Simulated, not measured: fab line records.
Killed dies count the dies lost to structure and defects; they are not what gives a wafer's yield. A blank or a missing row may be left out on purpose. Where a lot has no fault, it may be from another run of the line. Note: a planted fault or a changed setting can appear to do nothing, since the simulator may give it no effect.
Which of the tools did it? | flow nand harc | Sampling: 24 lots, 72 wafers, 6 of 1159 route steps

== WHAT THE GAUGES READ, wafer by wafer ==
The record lacks any reading of a measuring or inspecting step that a usual standard deviation could be used to judge.

== WHICH TOOL RAN EACH LOT (tool, then ch and the chambers of the sampled wafers, then the start) ==
lot  | NHARC_A_STAIRCASE_ETCH_225                    | NHARC_A_STAIRCASE_TRIM_233                    | NHARC_A_STAIRCASE_STRIP_254          | NHARC_A_STAIRCASE_DEP_259       | NHARC_A_STAIRCASE_STRIP_295        | NHARC_A_STAIRCASE_ETCH_315
L075 | rie diel-13 ch 0,1,3, day 11 23:06 or earlier | rie diel-01 ch 0,1,2, day 11 23:06 or earlier | plasma asher-01 ch 0,1, day 11 23:06 | pecvd-03 ch 1,2, day 12 02:44   | rie diel-13 ch 0,1, no start       | rie diel-01 ch 0,1,3, no start
L077 | rie diel-13 ch 0,1,3, day 12 04:02 or earlier | rie diel-12 ch 0,2,3, day 12 04:02 or earlier | plasma asher-02 ch 0,1, day 12 04:02 | pecvd-04 ch 1,2, day 12 06:44   | rie diel-13 ch 1,2,3, no start     | rie diel-01 ch 0,2,3, no start
L076 | rie diel-12 ch 1,2,3, day 12 04:25 or earlier | rie diel-12 ch 0,1,3, day 12 04:25 or earlier | plasma asher-01 ch 1, day 12 04:25   | pecvd-03 ch 0,1,2, day 12 07:05 | rie diel-12 ch 0,1,2, no start     | rie diel-12 ch 0,1,2, no start
L074 | rie diel-01 ch 0,1,2, day 12 05:31 or earlier | rie diel-13 ch 0,2,3, day 12 05:31 or earlier | plasma asher-02 ch 0,1, day 12 05:31 | pecvd-03 ch 0,2, day 12 08:56   | rie diel-13 ch 1,2,3, no start     | rie diel-01 ch 0,1,3, no start
L078 | rie diel-12 ch 1,2,3, day 12 07:59 or earlier | rie diel-01 ch 0,1,3, day 12 07:59 or earlier | plasma asher-01 ch 0,1, day 12 07:59 | pecvd-03 ch 0,1, day 12 10:49   | rie diel-01 ch 0,1,2, no start     | rie diel-12 ch 0,2,3, no start
L079 | rie diel-12 ch 1,2,3, day 12 13:55 or earlier | rie diel-12 ch 0,2,3, day 12 13:55 or earlier | plasma asher-02 ch 0,1, day 12 13:55 | pecvd-01 ch 1,2, day 12 16:31   | rie diel-12 ch 1,3, no start       | rie diel-13 ch 0,1, no start
L080 | rie diel-01 ch 1,3, day 12 21:04 or earlier   | rie diel-01 ch 1,2, day 12 21:04 or earlier   | plasma asher-02 ch 0,1, day 12 21:04 | pecvd-01 ch 0,1,2, day 13 04:37 | rie diel-12 ch 1,2, no start       | rie diel-01 ch 0,2,3, no start
L081 | rie diel-01 ch 0,1,3, day 13 00:31 or earlier | rie diel-13 ch 0,3, day 13 00:31 or earlier   | plasma asher-01 ch 0,1, day 13 00:31 | pecvd-04 ch 0,2, day 13 04:56   | rie diel-01 ch 0,2,3, no start     | rie diel-13 ch 2,3, no start
L082 | rie diel-01 ch 0,1,3, day 13 00:43 or earlier | rie diel-12 ch 0,1, day 13 00:43 or earlier   | plasma asher-02 ch 0, day 13 00:43   | pecvd-01 ch 1,2, day 13 05:08   | rie diel-12 ch 0,3, no start       | rie diel-01 ch 0,2, no start
L084 | rie diel-13 ch 0,2,3, day 13 20:31 or earlier | rie diel-12 ch 0,2,3, day 13 20:31 or earlier | plasma asher-02 ch 0,1, day 13 20:31 | pecvd-04 ch 0,1,2, day 14 01:23 | rie diel-12 ch 0,1,3, no start     | rie diel-12 ch 0,1,2, no start
L083 | rie diel-01 ch 2,3, day 13 21:35 or earlier   | rie diel-12 ch 0,1,3, day 13 21:35 or earlier | plasma asher-02 ch 0,1, day 13 21:35 | pecvd-04 ch 0,2, day 14 01:44   | rie diel-13 ch 2,3, no start       | rie diel-13 ch 2,3, no start
L085 | rie diel-13 ch 0,2,3, day 14 12:26 or earlier | rie diel-13 ch 0,3, day 14 12:26 or earlier   | plasma asher-01 ch 0,1, day 14 12:26 | pecvd-04 ch 0,1, day 14 15:05   | rie diel-01 ch 0,1, no start       | rie diel-13 ch 0,1,3, no start
L087 | rie diel-13 ch 0,1,2, day 14 15:26 or earlier | rie diel-13 ch 1,2,3, day 14 15:26 or earlier | plasma asher-02 ch 0,1, day 14 15:26 | pecvd-04 ch 1,2, day 14 18:40   | rie diel-13 ch 0,2,3, no start     | rie diel-12 ch 0,1,3, no start
L088 | rie diel-12 ch 0,2,3, day 14 21:06 or earlier | rie diel-13 ch 0,1,2, day 14 21:06 or earlier | plasma asher-02 ch 0,1, day 14 21:06 | pecvd-01 ch 0,1,2, day 15 01:16 | rie diel-13 ch 1,2,3, no start     | rie diel-13 ch 1,2,3, no start
L086 | rie diel-13 ch 1,2,3, day 14 21:24 or earlier | rie diel-13 ch 0,1, day 14 21:24 or earlier   | plasma asher-01 ch 0,1, day 14 21:24 | pecvd-03 ch 0,1,2, day 15 01:25 | rie diel-01 ch 0,2,3, no start     | rie diel-13 ch 0,1,3, no start
L089 | rie diel-13 ch 1,2, day 15 02:14 or earlier   | rie diel-13 ch 0,1,3, day 15 02:14 or earlier | plasma asher-02 ch 0,1, day 15 02:14 | pecvd-01 ch 0,2, day 15 04:53   | rie diel-12 ch 0,2, no start       | rie diel-13 ch 0,1,2, no start
L094 | rie diel-01 ch 0,2,3, day 16 03:20 or earlier | rie diel-01 ch 0,1,3, day 16 03:20 or earlier | plasma asher-01 ch 0,1, day 16 03:20 | pecvd-01 ch 0,1,2, day 16 06:20 | rie diel-12 ch 0,1,3, no start     | rie diel-13 ch 0,1,2, no start
L090 | rie diel-13 ch 1,2,3, day 16 04:22 or earlier | rie diel-13 ch 2,3, day 16 04:22 or earlier   | plasma asher-01 ch 0,1, day 16 04:22 | pecvd-04 ch 0,1, day 16 07:53   | rie diel-01 ch 1,3, no start       | rie diel-13 ch 0,1,2, no start
L092 | rie diel-13 ch 0,1, day 16 05:20 or earlier   | rie diel-01 ch 2,3, day 16 05:20 or earlier   | plasma asher-01 ch 0,1, day 16 05:20 | pecvd-01 ch 0,2, day 16 08:16   | rie diel-13 ch 0,3, no start       | rie diel-12 ch 1,2,3, no start
L091 | rie diel-13 ch 0,1,3, day 16 10:37 or earlier | rie diel-12 ch 0,3, day 16 10:37 or earlier   | plasma asher-02 ch 0,1, day 16 10:37 | pecvd-03 ch 1,2, day 16 13:45   | rie diel-01 ch 0,1,3, no start     | rie diel-13 ch 1,2,3, no start
L095 | rie diel-13 ch 0,1, day 16 11:38 or earlier   | rie diel-13 ch 0,3, day 16 11:38 or earlier   | plasma asher-02 ch 0,1, day 16 11:38 | pecvd-03 ch 0,2, day 16 14:58   | rie diel-13 ch 0,2, no start       | rie diel-01 ch 1,3, no start
L096 | rie diel-01 ch 0,1,2, day 16 13:36 or earlier | rie diel-01 ch 0,2,3, day 16 13:36 or earlier | plasma asher-02 ch 0,1, day 16 13:36 | pecvd-03 ch 0,1,2, day 16 16:18 | rie diel-13 ch 1,2,3, no start     | rie diel-13 ch 0,2,3, no start
L093 | rie diel-12 ch 2,3, day 16 14:00 or earlier   | rie diel-13 ch 2,3, day 16 14:00 or earlier   | plasma asher-01 ch 0,1, day 16 14:00 | pecvd-03 ch 0,1,2, day 16 16:44 | rie diel-01 ch 0,1,3, day 16 20:25 | rie diel-01 ch 1,2,3, no start
L097 | rie diel-01 ch 1,2,3, day 17 01:03 or earlier | rie diel-01 ch 0,1, day 17 01:03 or earlier   | plasma asher-02 ch 0, day 17 01:03   | pecvd-03 ch 1,2, day 17 03:44   | rie diel-13 ch 0,2, no start       | rie diel-01 ch 0,1,2, no start
- NHARC_A_STAIRCASE_ETCH_225: etches the open film in C4F8/O2, target depth 100 nm, time 40.5 s.
- NHARC_A_STAIRCASE_TRIM_233: chemistry O2, time 211.2 s.
- NHARC_A_STAIRCASE_STRIP_254: strips in O2.
- NHARC_A_STAIRCASE_DEP_259: deposits SiON, target thk 30 nm.
- NHARC_A_STAIRCASE_STRIP_295: strips in O2.
- NHARC_A_STAIRCASE_ETCH_315: etches the open film in C4F8/O2/Ar, target depth 2500 nm, time 607.1 s.

== AS READ BY THE TOOLS THEMSELVES (means over the sampled wafers that have a number; for cases with no such wafer, the mark the record gives instead) ==
NHARC_A_STAIRCASE_ETCH_225. Usual: oes product au 0.941 a.u., standard deviation 0.0093; rf vpp V 897 V, standard deviation 6.8.
lot  | tool        | oes product au (a.u.) | rf vpp V (V) | flag
L075 | rie diel-13 | 0.938                 | 897          |
L077 | rie diel-13 | 0.941                 | 897          |
L076 | rie diel-12 | 0.945                 | 896          |
L074 | rie diel-01 | 0.950                 | 893          |
L078 | rie diel-12 | 0.948                 | 894          |
L079 | rie diel-12 | 0.937                 | 895          |
L080 | rie diel-01 | 0.930                 | 902          |
L081 | rie diel-01 | 0.936                 | 899          |
L082 | rie diel-01 | 0.944                 | 898          |
L084 | rie diel-13 | 0.942                 | 899          |
L083 | rie diel-01 | 0.936                 | 894          |
L085 | rie diel-13 | 0.938                 | 899          |
L087 | rie diel-13 | 0.941                 | 903          |
L088 | rie diel-12 | 0.936                 | 897          |
L086 | rie diel-13 | 0.949                 | 899          |
L089 | rie diel-13 | 0.943                 | 903          |
L094 | rie diel-01 | 0.939                 | 893          |
L090 | rie diel-13 | 0.937                 | 899          |
L092 | rie diel-13 | 0.947                 | 901          |
L091 | rie diel-13 | 0.929                 | 898          |
L095 | rie diel-13 | 0.959                 | 900          |
L096 | rie diel-01 | 0.940                 | 892          |
L093 | rie diel-12 | 0.936                 | 897          |
L097 | rie diel-01 | 0.934                 | 898          |

NHARC_A_STAIRCASE_TRIM_233. Usual: drypump motor current A 5.8 A, standard deviation 0.47; o2 flow sccm 500.1 sccm, standard deviation 1.6; oes product au 1.000 a.u., standard deviation 0.0076; rf vpp V 57.9 V, standard deviation 0.9; showerhead plenum p Torr 3.55 Torr, standard deviation 0.18; throttle valve pct 17.036 %, standard deviation 0.0089.
lot  | tool        | drypump motor current A (A) | o2 flow sccm (sccm) | oes product au (a.u.) | rf vpp V (V) | showerhead plenum p Torr (Torr) | throttle valve pct (%) | flag
L075 | rie diel-01 | 5.8                         | 500.9               | 1.008                 | 58.2         | 3.44                            | 17.042                 |
L077 | rie diel-12 | 6.0                         | 500.3               | 0.998                 | 58.0         | 3.58                            | 17.038                 |
L076 | rie diel-12 | 6.0                         | 501.0               | 0.994                 | 57.0         | 3.52                            | 17.040                 |
L074 | rie diel-13 | 5.6                         | 500.4               | 0.999                 | 57.6         | 3.44                            | 17.037                 |
L078 | rie diel-01 | 5.8                         | 500.8               | 0.996                 | 58.6         | 3.59                            | 17.028                 |
L079 | rie diel-12 | 6.0                         | 498.9               | 0.998                 | 58.0         | 3.57                            | 17.029                 |
L080 | rie diel-01 | 6.0                         | 500.0               | 1.001                 | 57.7         | 3.56                            | 17.031                 |
L081 | rie diel-13 | 5.2                         | 499.9               | 0.998                 | 57.7         | 3.58                            | 17.034                 |
L082 | rie diel-12 | 5.9                         | 500.1               | 0.998                 | 58.1         | 3.40                            | 17.029                 |
L084 | rie diel-12 | 6.0                         | 500.2               | 1.003                 | 58.5         | 3.57                            | 17.031                 |
L083 | rie diel-12 | 6.0                         | 502.4               | 1.000                 | 57.0         | 3.52                            | 17.038                 |
L085 | rie diel-13 | 5.2                         | 499.1               | 0.997                 | 58.4         | 3.58                            | 17.044                 |
L087 | rie diel-13 | 6.1                         | 500.9               | 1.001                 | 57.6         | 3.59                            | 17.033                 |
L088 | rie diel-13 | 5.6                         | 500.3               | 0.988                 | 58.5         | 3.71                            | 17.040                 |
L086 | rie diel-13 | 5.7                         | 501.5               | 1.000                 | 59.1         | 3.66                            | 17.043                 |
L089 | rie diel-13 | 5.7                         | 500.2               | 0.994                 | 58.5         | 3.55                            | 17.028                 |
L094 | rie diel-01 | 5.8                         | 500.5               | 1.004                 | 58.1         | 3.57                            | 17.044                 |
L090 | rie diel-13 | 6.1                         | 500.0               | 0.995                 | 57.9         | 3.47                            | 17.029                 |
L092 | rie diel-01 | 5.7                         | 499.5               | 1.004                 | 57.5         | 3.47                            | 17.024                 |
L091 | rie diel-12 | 6.2                         | 500.4               | 0.992                 | 58.2         | 3.62                            | 17.042                 |
L095 | rie diel-13 | 5.2                         | 499.2               | 1.008                 | 58.0         | 3.57                            | 17.035                 |
L096 | rie diel-01 | 5.6                         | 499.8               | 1.001                 | 58.3         | 3.46                            | 17.030                 |
L093 | rie diel-13 | 6.0                         | 500.5               | 1.012                 | 57.8         | 3.63                            | 17.037                 |
L097 | rie diel-01 | 6.0                         | 499.5               | 0.995                 | 56.4         | 3.53                            | 17.032                 |

NHARC_A_STAIRCASE_STRIP_254. Usual: drypump motor current A 5.8 A, standard deviation 0.48; heater power w 344 W, standard deviation 36.
lot  | tool            | drypump motor current A (A) | heater power w (W) | flag
L075 | plasma asher-01 | 5.2                         | 390                |
L077 | plasma asher-02 | 6.2                         | 332                |
L076 | plasma asher-01 | 5.0                         | 432                |
L074 | plasma asher-02 | 6.2                         | 330                |
L078 | plasma asher-01 | 5.5                         | 367                |
L079 | plasma asher-02 | 6.2                         | 332                |
L080 | plasma asher-02 | 6.2                         | 331                |
L081 | plasma asher-01 | 5.4                         | 358                |
L082 | plasma asher-02 | 6.1                         | 308                |
L084 | plasma asher-02 | 6.1                         | 324                |
L083 | plasma asher-02 | 6.1                         | 323                |
L085 | plasma asher-01 | 5.2                         | 379                |
L087 | plasma asher-02 | 6.2                         | 335                |
L088 | plasma asher-02 | 6.1                         | 322                |
L086 | plasma asher-01 | 5.4                         | 354                |
L089 | plasma asher-02 | 6.2                         | 326                |
L094 | plasma asher-01 | 5.2                         | 379                |
L090 | plasma asher-01 | 5.4                         | 355                |
L092 | plasma asher-01 | 5.5                         | 361                |
L091 | plasma asher-02 | 6.2                         | 328                |
L095 | plasma asher-02 | 6.1                         | 315                |
L096 | plasma asher-02 | 6.2                         | 328                |
L093 | plasma asher-01 | 5.2                         | 376                |
L097 | plasma asher-02 | 6.1                         | 307                |

NHARC_A_STAIRCASE_DEP_259. Usual: heater power w 706 W, standard deviation 100; susceptor temp C 400.00 C, standard deviation 0.24.
lot  | tool     | heater power w (W) | susceptor temp C (C) | flag
L075 | pecvd-03 | 672                | 399.91               |
L077 | pecvd-04 | 851                | 400.03               |
L076 | pecvd-03 | 644                | 400.02               |
L074 | pecvd-03 | 723                | 400.23               |
L078 | pecvd-03 | 650                | 399.71               |
L079 | pecvd-01 | 721                | 400.23               |
L080 | pecvd-01 | 656                | 399.61               |
L081 | pecvd-04 | 832                | 400.23               |
L082 | pecvd-01 | 666                | 399.94               |
L084 | pecvd-04 | 788                | 399.97               |
L083 | pecvd-04 | 711                | 400.22               |
L085 | pecvd-04 | 656                | 400.05               |
L087 | pecvd-04 | 867                | 399.93               |
L088 | pecvd-01 | 656                | 399.88               |
L086 | pecvd-03 | 693                | 400.22               |
L089 | pecvd-01 | 614                | 399.94               |
L094 | pecvd-01 | 616                | 400.01               |
L090 | pecvd-04 | 760                | 399.96               |
L092 | pecvd-01 | 688                | 399.99               |
L091 | pecvd-03 | 694                | 400.02               |
L095 | pecvd-03 | 703                | 400.11               |
L096 | pecvd-03 | 731                | 400.05               |
L093 | pecvd-03 | 685                | 400.07               |
L097 | pecvd-03 | 641                | 399.97               |

NHARC_A_STAIRCASE_STRIP_295. Usual: drypump motor current A 5.8 A, standard deviation 0.43; o2 flow sccm 499.9 sccm, standard deviation 1.5; oes product au 1.000 a.u., standard deviation 0.0074; rf vpp V 57.8 V, standard deviation 0.88; showerhead plenum p Torr 3.53 Torr, standard deviation 0.18; throttle valve pct 17.037 %, standard deviation 0.0094.
lot  | tool        | drypump motor current A (A) | o2 flow sccm (sccm) | oes product au (a.u.) | rf vpp V (V) | showerhead plenum p Torr (Torr) | throttle valve pct (%) | flag
L075 | rie diel-13 | 5.7                         | 500.7               | 0.998                 | 57.4         | 3.67                            | 17.035                 |
L077 | rie diel-13 | 6.1                         | 500.3               | 1.004                 | 58.7         | 3.42                            | 17.045                 |
L076 | rie diel-12 | 5.8                         | 499.2               | 0.997                 | 58.1         | 3.46                            | 17.035                 |
L074 | rie diel-13 | 6.1                         | 498.9               | 0.998                 | 57.6         | 3.41                            | 17.044                 |
L078 | rie diel-01 | 5.9                         | 498.6               | 1.001                 | 57.2         | 3.44                            | 17.032                 |
L079 | rie diel-12 | 6.1                         | 499.3               | 0.996                 | 58.5         | 3.56                            | 17.034                 |
L080 | rie diel-12 | 5.7                         | 499.1               | 0.999                 | 57.4         | 3.39                            | 17.033                 |
L081 | rie diel-01 | 5.7                         | 500.8               | 0.991                 | 57.8         | 3.47                            | 17.031                 |
L082 | rie diel-12 | 6.1                         | 501.8               | 1.000                 | 56.7         | 3.59                            | 17.024                 |
L084 | rie diel-12 | 6.1                         | 499.3               | 0.997                 | 58.4         | 3.51                            | 17.049                 |
L083 | rie diel-13 | 6.1                         | 499.6               | 1.003                 | 58.0         | 3.64                            | 17.037                 |
L085 | rie diel-01 | 6.0                         | 500.1               | 1.002                 | 57.7         | 3.54                            | 17.048                 |
L087 | rie diel-13 | 5.6                         | 500.1               | 1.011                 | 57.7         | 3.60                            | 17.030                 |
L088 | rie diel-13 | 6.1                         | 501.3               | 1.010                 | 58.0         | 3.58                            | 17.043                 |
L086 | rie diel-01 | 5.7                         | 501.2               | 0.998                 | 58.3         | 3.47                            | 17.036                 |
L089 | rie diel-12 | 5.9                         | 500.4               | 1.000                 | 57.7         | 3.52                            | 17.030                 |
L094 | rie diel-12 | 6.0                         | 498.6               | 0.996                 | 58.1         | 3.50                            | 17.032                 |
L090 | rie diel-01 | 5.9                         | 500.4               | 0.994                 | 58.5         | 3.69                            | 17.035                 |
L092 | rie diel-13 | 5.2                         | 499.9               | 0.999                 | 57.2         | 3.56                            | 17.044                 |
L091 | rie diel-01 | 5.8                         | 498.9               | 1.002                 | 57.5         | 3.57                            | 17.045                 |
L095 | rie diel-13 | 5.6                         | 500.6               | 1.004                 | 58.0         | 3.76                            | 17.041                 |
L096 | rie diel-13 | 6.1                         | 500.2               | 0.992                 | 57.5         | 3.57                            | 17.035                 |
L093 | rie diel-01 | 5.8                         | 500.7               | 0.997                 | 58.0         | 3.57                            | 17.037                 |
L097 | rie diel-13 | 5.2                         | 500.3               | 1.000                 | 58.3         | 3.72                            | 17.032                 |

NHARC_A_STAIRCASE_ETCH_315. Usual: oes product au 0.934 a.u., standard deviation 0.0095; rf vpp V 1830 V, standard deviation 14.
lot  | tool        | oes product au (a.u.) | rf vpp V (V) | flag
L075 | rie diel-01 | 0.940                 | 1831         |
L077 | rie diel-01 | 0.944                 | 1822         |
L076 | rie diel-12 | 0.919                 | 1822         |
L074 | rie diel-01 | 0.946                 | 1832         |
L078 | rie diel-12 | 0.934                 | 1830         |
L079 | rie diel-13 | 0.949                 | 1839         |
L080 | rie diel-01 | 0.937                 | 1822         |
L081 | rie diel-13 | 0.928                 | 1823         |
L082 | rie diel-01 | 0.940                 | 1811         |
L084 | rie diel-12 | 0.924                 | 1822         |
L083 | rie diel-13 | 0.922                 | 1823         |
L085 | rie diel-13 | 0.927                 | 1829         |
L087 | rie diel-12 | 0.930                 | 1825         |
L088 | rie diel-13 | 0.937                 | 1831         |
L086 | rie diel-13 | 0.930                 | 1828         |
L089 | rie diel-13 | 0.938                 | 1840         |
L094 | rie diel-13 | 0.936                 | 1841         |
L090 | rie diel-13 | 0.942                 | 1839         |
L092 | rie diel-12 | 0.930                 | 1825         |
L091 | rie diel-13 | 0.928                 | 1829         |
L095 | rie diel-01 | 0.936                 | 1841         |
L096 | rie diel-13 | 0.930                 | 1831         |
L093 | rie diel-01 | 0.923                 | 1830         |
L097 | rie diel-01 | 0.944                 | 1819         |

== THE ANSWER, worked out from the rows above alone ==
Rule: lot off if the mean of its wafers having a number is beyond 3 standard deviations from the usual mean. Also off: a lot with no number at a reading for which 4 or more lots have one. Where the step has rows for the other lots, those lots are counted as sound. Order of review: gauges by route order, followed by the tools' own readings, for which a lot's mean as printed above is used. At the first step where some lot is off, the reading lying furthest off is the one used; lots without a number count as furthest.
No lot is off on any of the readings shown, so nothing can be concluded from this.

== WHAT THE SIMULATOR PUT IN ==
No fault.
